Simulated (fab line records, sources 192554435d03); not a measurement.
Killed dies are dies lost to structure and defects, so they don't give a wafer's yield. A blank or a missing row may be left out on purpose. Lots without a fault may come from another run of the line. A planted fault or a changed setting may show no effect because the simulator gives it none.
fab line records | flow n5_finfet
record lots=12 wafers=36 last_day=16
route steps=1938 shown BEOL_M3@1002 BEOL_M15@1812 MIM_TOP@1837 MIM_TOP_LITHO@1848 PASSIVATION@1936
lots that met no fault: from a run of the same line without faults
start_h: hours from the record's first day to the start of the lot's first wafer shown | wait_h: hours since the lot's step before | " the same as in the row above | L1.1+2: a row that stands for several wafers | - no value, or no start given | * or withheld: withheld | < > ~ a bound
route shown NAME@n: a module of which the file shows steps, and the number in the route of the first | usual: mean/standard deviation of fault-free wafers | same: alike in all rows | chamber/n: place in a boat | sites: the reading at each site | _std_site: their standard deviation | _edge_site: outer sites' mean less inner sites' | radius_mm: how far each site lies from the wafer's centre | mask NAME#n: copy n | behind: the tool/chamber that last shaped the wafer | hold: why the lot was held/for how many hours/how that ended | device: the transistor (n, p or np) that didn't switch | end of line: the same wafers' tests at the end of the route | a step without rows: its recipe alone | killed: dies lost to structure and defects at the first sort, not the wafer's yield | map: a wafer's dies, x killed, . not, _ none there
set.NAME: the setting as run; set.NAME@STEP: as run at that earlier step | model.NAME: the simulator's own value behind a step, which no gauge read
steps of the route over a sample of lots; a table a step, a row a wafer
services: from which hour (start_h, from the record's first day; less than 0 if before it) a tool's chamber was out of use, for how many hours, and why
## steps
# step N5_BEOL_M3_SPUTTER_88
# recipe material=Cu target_thk_a=45 temp_c=-20 chamber_pressure_pa=0.07 power_w=withheld time_s=8.29
# usual chuck_sensor_temp_C=-16.0/0.46 throttle_valve_pct=30.4/1.1
# columns lot.wafer tool chamber start_h wait_h chuck_sensor_temp_C throttle_valve_pct
L952.2 pvd_sputter-02 - 160.02 0.1 -15.9 29.0
L952.3 " - " " -16.7 29.3
L952.6 " - " " -15.3 28.8
L954.2 pvd_sputter-03 - 169.90 0.1 -15.6 30.4
L954.5 " - " " -16.6 32.9
L954.6 " - " " -15.5 30.3
L955.1 pvd_sputter-03 - 178.18 0.1 -15.7 30.6
L955.5 " - " " -16.2 30.8
L955.6 " - " " -15.6 30.5
L956.1 pvd_sputter-01 - 180.14 0.1 -15.4 31.2
L956.3 " - " " -16.0 31.4
L956.6 " - " " -16.0 29.8
L958.3 pvd_sputter-01 - 199.00 0.1 -16.1 29.8
L958.4 " - " " -15.9 31.0
L958.5 " - " " -15.9 31.3
L959.2 pvd_sputter-02 - 199.36 0.1 -16.7 29.1
L959.4 " - " " -15.2 28.6
L959.5 " - " " -15.8 29.0
L961.3 pvd_sputter-01 - 211.41 0.1 -15.4 30.9
L961.5 " - " " -16.2 30.5
L961.6 " - " " -15.4 31.3
L963.3 pvd_sputter-01 - 213.25 0.1 -16.1 30.0
L963.4 " - " " -16.0 31.2
L963.5 " - " " -16.0 29.8
L962.2 pvd_sputter-03 - 217.16 0.1 -16.3 30.8
L962.4 " - " " -16.5 32.7
L962.6 " - " " -16.6 32.8
L964.3 pvd_sputter-03 - 249.75 0.1 -16.5 32.6
L964.4 " - " " -16.1 31.1
L964.6 " - " " -16.4 31.1
L967.1 pvd_sputter-01 - 250.03 0.1 -15.4 31.1
L967.2 " - " " -16.8 31.7
L967.3 " - " " -16.0 30.0
L968.3 pvd_sputter-01 - 255.87 0.1 -16.8 31.4
L968.4 " - " " -15.3 31.2
L968.6 " - " " -16.1 30.1
# step N5_BEOL_M15_STRIP_62
# recipe chemistry=O2 power_w=600 temp_c=60 pressure_mtorr=30 rf_frequency_hz=6e+07 bias_power_w=0 overash_fraction=0.3 o2_flow_sccm=225
# usual drypump_motor_current_A=5.9/0.51 oes_product_au=0.80/0.087 rf_vpp_V=3.6/0.5 showerhead_plenum_p_Torr=2.08/0.073 throttle_valve_pct=16.62/0.23
# columns lot.wafer tool chamber start_h wait_h drypump_motor_current_A oes_product_au rf_hours_counter_h rf_vpp_V showerhead_plenum_p_Torr throttle_valve_pct
L954.2 rie_diel-02 3 - - 6.2 0.67 244 3.8 1.98 16.86
L954.5 " 3 " " 6.2 0.67 - 2.7 1.98 16.87
L954.6 " 2 " " 6.4 0.91 - 4.1 2.04 16.60
L952.2 rie_diel-02 2 - - 6.4 0.90 25 5.2 2.04 16.60
L952.3 " 3 " " 6.2 0.66 244 3.8 1.98 16.85
L952.6 " 0 " " 5.6 0.88 - 3.1 2.04 16.46
L955.1 rie_diel-02 2 - - 6.4 0.90 29 4.0 2.04 16.61
L955.5 " 1 " " 5.2 0.69 - 3.4 1.98 17.04
L955.6 " 2 " " 6.4 0.90 - 3.5 2.04 16.62
L956.1 rie_diel-02 1 - - 5.2 0.69 248 3.2 1.98 17.06
L956.3 " 0 " " 5.6 0.88 46 3.3 2.04 16.48
L956.6 " 1 " " 5.2 0.69 - 4.1 1.98 17.05
L959.2 rie_diel-02 0 - - 5.6 0.89 48 2.5 2.04 16.47
L959.4 " 2 " " 6.4 0.90 - 3.8 2.03 16.63
L959.5 " 1 " " 5.2 0.69 - 3.5 1.98 17.07
L958.3 rie_diel-03 3 - - 6.7 0.85 63 4.8 2.12 16.44
L958.4 " 1 " " 6.1 0.70 212 3.3 2.15 17.12
L958.5 " 3 " " 6.6 0.84 - 3.8 2.12 16.43
L961.3 rie_diel-02 0 - - 5.6 0.87 53 3.1 2.04 16.49
L961.5 " 0 " " 5.6 0.88 - 4.0 2.04 16.49
L961.6 " 1 " " 5.2 0.68 - 3.1 1.97 17.06
L962.2 rie_diel-03 0 - - 4.9 0.74 183 4.0 2.09 16.48
L962.4 " 2 " " 5.8 0.70 189 3.9 2.09 16.62
L962.6 " 1 " " 6.0 0.69 - 3.5 2.15 17.11
L963.3 rie_diel-01 3 - - 5.4 0.87 42 3.0 2.06 16.34
L963.4 " 0 " " 6.4 0.77 149 3.7 2.09 16.47
L963.5 " 3 " " 5.4 0.86 - 4.1 2.06 16.34
L967.1 rie_diel-03 0 - - 4.9 0.74 190 3.1 2.08 16.52
L967.2 " 1 " " 6.0 0.68 223 3.4 2.14 17.14
L967.3 " 2 " " 5.8 0.69 197 3.6 2.08 16.62
L964.3 rie_diel-03 2 - - 5.7 0.71 198 4.7 2.08 16.63
L964.4 " 3 " " 6.6 0.83 76 3.6 2.12 16.47
L964.6 " 3 " " 6.6 0.82 - 3.3 2.12 16.47
L968.3 rie_diel-02 0 - - 5.6 0.86 69 4.9 2.03 16.52
L968.4 " 2 " " 6.5 0.85 57 3.0 2.03 16.67
L968.6 " 3 " " 6.2 0.92 - 4.0 2.24 16.42
# step N5_MIM_TOP_DEGAS_04
# recipe ambient=vacuum temp_c=300 time_s=60
# usual heater_power_w=465/45
# columns lot.wafer tool chamber start_h wait_h heater_power_w
L952.2 pvd_sputter-02 - 283.69 - 442
L952.3 " - " " 460
L952.6 " - " " 450
L955.1 pvd_sputter-02 - 297.21 - 451
L955.5 " - " " 433
L955.6 " - " " 509
L954.2 pvd_sputter-03 - 306.80 - 412
L954.5 " - " " 462
L954.6 " - " " 421
L956.1 pvd_sputter-01 - 309.45 - 514
L956.3 " - " " 393
L956.6 " - " " 393
L959.2 pvd_sputter-03 - 313.32 - 462
L959.4 " - " " 412
L959.5 " - " " 409
L958.3 pvd_sputter-02 - 313.86 - 511
L958.4 " - " " 444
L958.5 " - " " 460
L961.3 pvd_sputter-01 - 324.44 - 534
L961.5 " - " " 474
L961.6 " - " " 392
L962.2 pvd_sputter-03 - 329.38 - 547
L962.4 " - " " 456
L962.6 " - " " 456
L963.3 pvd_sputter-01 - 332.50 - 392
L963.4 " - " " 508
L963.5 " - " " 481
L967.1 pvd_sputter-01 - 359.88 - 532
L967.2 " - " " 476
L967.3 " - " " 388
L964.3 pvd_sputter-03 - 362.99 - 423
L964.4 " - " " 539
L964.6 " - " " 409
L968.3 pvd_sputter-02 - 374.75 - 455
L968.4 " - " " 462
L968.6 " - " " 453
# step N5_MIM_TOP_LITHO_OVL_MEAS_11
# recipe points_per_wafer=44
# usual MIM_TOP_OVL=-3/4.6
# columns lot.wafer tool chamber start_h wait_h MIM_TOP_OVL[nm]
L952.2 overlay-02 0 284.27 0.0 -2
L952.3 " 0 " " -1
L952.6 " 0 " " -5
L955.1 overlay-02 0 297.80 0.0 -1
L955.5 " 0 " " -10
L955.6 " 0 " " 2
L954.2 overlay-02 0 307.26 0.0 2
L954.5 " 0 " " 2
L954.6 " 0 " " 2
L956.1 overlay-01 0 310.03 0.0 2
L956.3 " 0 " " -1
L956.6 " 0 " " -8
L959.2 overlay-01 0 313.91 0.0 -11
L959.4 " 0 " " -6
L959.5 " 0 " " 2
L958.3 overlay-02 0 314.45 0.0 0
L958.4 " 0 " " -4
L958.5 " 0 " " -12
L961.3 overlay-02 0 325.03 0.0 -5
L961.5 " 0 " " -1
L961.6 " 0 " " -3
L962.2 overlay-02 0 329.85 0.0 -7
L962.4 " 0 " " -7
L962.6 " 0 " " -5
L963.3 overlay-01 0 333.08 0.0 4
L963.4 " 0 " " -7
L963.5 " 0 " " 0
L967.1 overlay-01 0 360.34 0.0 -3
L967.2 " 0 " " -2
L967.3 " 0 " " 8
L964.3 overlay-01 0 363.45 0.0 -1
L964.4 " 0 " " 1
L964.6 " 0 " " -4
L968.3 overlay-02 0 375.34 0.0 12
L968.4 " 0 " " 9
L968.6 " 0 " " 4
# step N5_PASSIVATION_PROBE_49
# usual defect_limited_yield=91.0/1.6 killed_at_M0_to_M3=35/11 killed_at_M4_up=14/5.3 killed_at_contacts=13/6.7 killed_at_front_end=41/12 killed_at_other=3.9/2.7 killed_dies=106/19 killed_open=70/14 killed_short=35/8.8 sort_bin_4_leakage=0.01/0.058 sort_bin_5_function=5.3/1 sort_bin_6_memory=3.3/0.81 sort_n_pass=1073/19 sort_yield_pct=91.0/1.6
# same gross_dies=1180 killed_at_back_side=0 sort_bin_8_speed[%]=0
# columns lot.wafer tool chamber start_h wait_h defect_limited_yield[%] killed_at_M0_to_M3 killed_at_M4_up killed_at_contacts killed_at_front_end killed_at_other killed_dies killed_open killed_short sort_bin_4_leakage[%] sort_bin_5_function[%] sort_bin_6_memory[%] sort_n_pass sort_yield_pct[%]
L967.1 prober-02 - 369.64 0.0 80.4 173 19 14 23 2 231 59 33 0 12.7 3.9 949 80.4
L967.2 prober-02 - 369.69 0.1 89.1 75 22 1 31 0 129 49 18 0 6.3 2.7 1051 89.1
L967.3 prober-02 - 369.74 0.1 88.6 67 8 15 43 1 134 55 27 0 6.4 3.6 1046 88.6
L968.3 prober-01 - 387.78 0.1 88.2 78 19 11 26 5 139 62 22 0 7.2 3.2 1041 88.2
L968.4 prober-01 - 387.83 0.2 79.7 169 16 15 27 12 239 79 29 0 13.3 4.4 941 79.7
L968.6 prober-01 - 387.93 0.3 89.2 69 5 11 38 4 127 56 21 0 5.8 3.1 1053 89.2
# killed by level:class
L967.1 BEOL_M3:unspecified=139 MOL_CONTACT_COAG:geometric_particle:open=12 BEOL_M0_SAQP:geometric_particle:short=11 BEOL_M4:geometric_particle:open=9 STI_FIN_REVEAL:geometric_particle:open=7 BEOL_M0_SAQP:geometric_particle:open=6 BEOL_M1:geometric_particle:open=6 BEOL_M1:geometric_particle:short=5
L967.2 BEOL_M3:unspecified=57 BEOL_M4:geometric_particle:open=9 BEOL_M0_SAQP:geometric_particle:short=7 BEOL_M0_SAQP:geometric_particle:open=7 FIN_SAQP:geometric_particle:open=5 STI_FIN_REVEAL:geometric_particle:open=5 BEOL_M5:geometric_particle:open=3 BEOL_M4:geometric_particle:short=3
L967.3 BEOL_M3:unspecified=51 MOL_CONTACT_COAG:geometric_particle:open=12 FIN_SAQP:geometric_particle:open=11 FIN_SAQP:geometric_particle:short=8 BEOL_M1:geometric_particle:open=6 STI_FIN_REVEAL:geometric_particle:open=5 STI_FIN_REVEAL:geometric_particle:short=3 SPACER0:geometric_particle:short=3
L968.3 BEOL_M3:unspecified=55 BEOL_M0_SAQP:geometric_particle:open=11 MOL_CONTACT_COAG:geometric_particle:open=9 BEOL_M4:geometric_particle:open=9 STI_FIN_REVEAL:geometric_particle:open=6 FIN_SAQP:geometric_particle:short=4 ILD0:geometric_particle:short=4 BEOL_M0_SAQP:geometric_particle:short=4
L968.4 BEOL_M3:unspecified=131 MOL_CONTACT_COAG:geometric_particle:open=14 BEOL_M1:geometric_particle:open=9 BEOL_M0_SAQP:geometric_particle:short=8 BEOL_M0_SAQP:geometric_particle:open=8 BEOL_M4:geometric_particle:open=6 FIN_SAQP:geometric_particle:open=5 FIN_SAQP:geometric_particle:short=4
L968.6 BEOL_M3:unspecified=50 STI_FIN_REVEAL:geometric_particle:open=10 MOL_CONTACT_COAG:geometric_particle:open=9 FIN_SAQP:geometric_particle:open=6 DUMMY_GATE:geometric_particle:open=5 GATE_CUT:geometric_particle:short=5 BEOL_M0_SAQP:geometric_particle:short=5 BEOL_M1:geometric_particle:open=5
## services
# columns tool chamber start_h hours kind
rie_diel-02 2 152.47 - clean
rie_diel-02 2 152.47 - consumable_replace:focus_ring
rie_diel-03 2 170.50 10.6 repair
rie_diel-01 3 172.28 - clean
rie_diel-01 3 172.28 - consumable_replace:focus_ring
rie_diel-01 3 172.28 17.3 scheduled_down
rie_diel-02 - 186.52 0.8 repair
pvd_sputter-02 - 189.66 6.6 repair
rie_diel-01 3 216.72 5.4 repair
rie_diel-02 - 226.79 14.6 pm
rie_diel-02 0 275.91 6.9 repair
rie_diel-01 2 285.53 14.8 repair
pvd_sputter-03 - 294.50 0.8 repair
rie_diel-02 3 302.17 - clean
rie_diel-02 3 302.17 - consumable_replace:focus_ring
rie_diel-02 3 302.17 - consumable_replace:showerhead
rie_diel-02 3 302.17 17.7 scheduled_down
rie_diel-02 3 302.17 17.7 vent_cycle
rie_diel-02 1 320.25 - clean
rie_diel-02 1 320.25 - consumable_replace:esc
rie_diel-02 1 320.25 - consumable_replace:focus_ring
rie_diel-02 1 320.25 - consumable_replace:showerhead
rie_diel-02 1 320.25 34.3 scheduled_down
rie_diel-02 1 320.25 34.3 vent_cycle
## key
first_sign step=N5_PASSIVATION_PROBE_49 reading=killed_at_M0_to_M3 direction=up sigmas=6.2 usual=35 struck=105
effect step=N5_PASSIVATION_PROBE_49 reading=defect_limited_yield direction=down sigmas=3.1 usual=91.0 struck=85.9
more_kills_born_at N5_BEOL_M3_SPUTTER_88@pvd_sputter-01=483
met_at N5_BEOL_M3_SPUTTER_88
struck_lots L967,L968
not_acting_at N5_BEOL_M15_STRIP_62,N5_MIM_TOP_DEGAS_04,N5_MIM_TOP_LITHO_OVL_MEAS_11
onset_between 213.25 250.03
fault kind=chamber_particle_source tool=pvd_sputter-01 chamber=- onset_h=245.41 steps=N5_BEOL_M3_SPUTTER_88 rate_per_visit_cm2=1.1724 end_h=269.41
